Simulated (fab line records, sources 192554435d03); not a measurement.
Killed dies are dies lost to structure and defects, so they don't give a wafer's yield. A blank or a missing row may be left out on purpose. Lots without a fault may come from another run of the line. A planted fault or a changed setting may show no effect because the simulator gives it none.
Split-lot experiment | flow n5_finfet | 7 lots, 21 wafers read, on a route of 1938 steps

THE SPLIT
At N5_BEOL_M5_ETCH_72 (etches underlayer in N2/H2, target depth 6.5 nm, time 5.2 s), the setting bias_w was moved away from the recipe's 150 W on 9 of the 21 wafers read, by -15.8% to +15.1%. The other wafers ran this setting at the recipe's value.

The reading is taken at the split's own step.

THE READING
rf_vpp_V, in V, at N5_BEOL_M5_ETCH_72 (etches underlayer in N2/H2, target depth 6.5 nm, time 5.2 s). Fault-free wafers of this fab line usually give 523.9 V, standard deviation 2.3 V.

wafer  | tool, chamber at the split | bias_w as run, W | against the recipe | rf_vpp_V, V | against lot-mates on the recipe
L075.1 | rie_diel-03, 2             | 150              | recipe             | 521.7       | -
L075.2 | rie_diel-03, 0             | 126.3            | -15.8%             | 469.2       | -52.5
L075.6 | rie_diel-03, 1             | 126.3            | -15.8%             | 473.0       | -48.7
L077.2 | rie_diel-06, 1             | 150              | recipe             | 524.0       | -
L077.5 | rie_diel-06, 3             | 150              | recipe             | 526.9       | -
L077.6 | rie_diel-06, 0             | 150              | recipe             | 521.5       | -
L081.1 | rie_diel-03, 0             | 136.9            | -8.7%              | 492.8       | -31.2
L081.3 | rie_diel-03, 2             | 150              | recipe             | 524.0       | -
L081.6 | rie_diel-03, 3             | 136.9            | -8.7%              | 494.5       | -29.5
L083.3 | rie_diel-03, 3             | 171.1            | +14.1%             | 571.0       | +48.7
L083.4 | rie_diel-03, 0             | 171.1            | +14.1%             | 567.0       | +44.7
L083.5 | rie_diel-03, 2             | 150              | recipe             | 522.3       | -
L084.1 | rie_diel-04, 1             | 130.8            | -12.8%             | 480.8       | -43.6
L084.5 | rie_diel-04, 1             | 130.8            | -12.8%             | 479.7       | -44.7
L084.6 | rie_diel-04, 0             | 150              | recipe             | 524.4       | -
L096.1 | rie_diel-03, 0             | 172.7            | +15.1%             | 570.7       | +46.4
L096.4 | rie_diel-03, 1             | 150              | recipe             | 527.8       | -
L096.6 | rie_diel-03, 0             | 150              | recipe             | 520.9       | -
L095.1 | rie_diel-06, 1             | 150              | recipe             | 524.5       | -
L095.2 | rie_diel-06, 2             | 150              | recipe             | 519.5       | -
L095.3 | rie_diel-06, 0             | 150              | recipe             | 521.0       | -

THE FIT
A straight line over all 21 wafers: rf_vpp_V changes by +3.28 V for each +1% of bias_w; r = +1.00; the points scatter about the line by 2.2 V.
The same after taking each lot's own level away (the mean of its wafers on the recipe; 21 wafers): +3.28 V for each +1%; r = +1.00; scatter 2.2 V.
On that fit, the largest move of bias_w shifts the reading by 52 V.
The lots' own levels span 521.67 to 524.40 V, that is 1.2 times the standard deviation above.
So the lot-to-lot level changes the slope little: the two slopes agree.
Check: with one of the wafers moved furthest among these (-15.8%) left out of the fit, the line predicts -52.1 V for it against its lot-mates. It came out at -52.5 V against them.
Tool readings at the split's step, against how far the setting was moved: rf_vpp_V r = +1.00.

OTHER SPLITS ON THESE WAFERS
These wafers also went through other splits before the reading. Each is held against what the fit with the lots' levels taken away leaves over:
other split on the same wafers | wafers away from the commonest value | r with rf_vpp_V (lot level and that fit taken away)
N5_BEOL_M2_COAT_62 spin_rpm    | 8                                    | +0.18
N5_BEOL_M3_ETCH_70 source_w    | 7                                    | +0.01
N5_BEOL_M4_PECVD_72 time_s     | 11                                   | +0.01

THE FILE'S OWN FIT
rf_vpp_V changes by +3.26 V for each +1% of bias_w, r = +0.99.
